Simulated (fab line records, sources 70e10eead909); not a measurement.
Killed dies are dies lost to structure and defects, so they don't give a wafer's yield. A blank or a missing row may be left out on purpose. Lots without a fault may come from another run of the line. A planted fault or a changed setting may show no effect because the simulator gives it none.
Chamber matching | flow nand_harc | NHARC_A_BONDPAD_ETCH_34 on rie_diel-06: 4 sister chambers
The step etches the open film in N2/H2, target depth 60 nm, overetch 18 nm, time 65.91 s. 14 wafers are shown with their chamber, then 7 later ones without.

WAFERS WITH THEIR CHAMBER
wafer  | chamber | drypump_motor_current_A (A) | rf_vpp_V (V) | rf_fwd_power_W (W)
L511.1 | 3       | 6.0                         | 433.1        | 397.6
L511.4 | 1       | 5.8                         | 427.9        | 397.9
L511.6 | 3       | 6.0                         | 435.5        | 397.0
L513.3 | 3       | 6.0                         | 433.9        | 397.7
L513.4 | 0       | 5.8                         | 433.4        | 395.7
L513.6 | 2       | 4.9                         | 434.3        | 397.4
L517.3 | 0       | 5.8                         | 433.0        | 394.1
L517.5 | 0       | 5.8                         | 431.4        | 394.9
L517.6 | 1       | 5.8                         | 428.6        | 399.6
L520.4 | 2       | 4.8                         | 435.8        | 395.9
L520.5 | 0       | 5.8                         | 433.4        | 392.3
L520.6 | 1       | 5.8                         | 428.3        | 396.1
L521.2 | 3       | 6.0                         | 434.0        | 398.8
L521.5 | 0       | 5.7                         | 431.9        | 395.0

SIGNATURES (means of the wafers above)
reading                 | chamber 0 | chamber 1 | chamber 2 | chamber 3 | scatter within a chamber
drypump_motor_current_A | 5.780     | 5.800     | 4.850     | 6.000     | 0.0361
rf_vpp_V                | 432.620   | 428.267   | 435.050   | 434.125   | 0.88
rf_fwd_power_W          | 394.400   | 397.867   | 396.650   | 397.775   | 1.25
Rule: a wafer's distance from a chamber is the root of the sum, over the readings, of the square of ((its reading less the chamber's mean) divided by the reading's scatter). The wafer belongs to the nearest chamber; if the next one is less than 2 further off, it can't be placed. The scatter: the root of (the sum of the squares of (reading less its chamber's mean) over the shown wafers, divided by (wafers less chambers)).

WAFERS WITHOUT THEIR CHAMBER
wafer  | drypump_motor_current_A (A) | rf_vpp_V (V) | rf_fwd_power_W (W)
L521.6 | 6.0                         | 434.8        | 397.6
L527.3 | 4.8                         | 435.0        | 396.7
L527.4 | 6.0                         | 434.4        | 396.0
L527.5 | 5.8                         | 428.7        | 395.4
L532.1 | 5.8                         | 430.7        | 395.7
L532.3 | 6.0                         | 434.3        | 397.5
L532.5 | 4.8                         | 434.8        | 394.7

WHICH CHAMBER EACH WENT THROUGH
wafer  | from the rows above     | in truth
L521.6 | 3                       | 3
L527.3 | 2                       | 2
L527.4 | 3                       | 3
L527.5 | 1                       | 1
L532.1 | can't be placed: 0 or 1 | 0
L532.3 | 3                       | 3
L532.5 | 2                       | 2
Placed correctly: 6 of 7. Can't be placed from these rows: 1 (the true chamber is among the candidates in 1). Placed wrongly: 0.
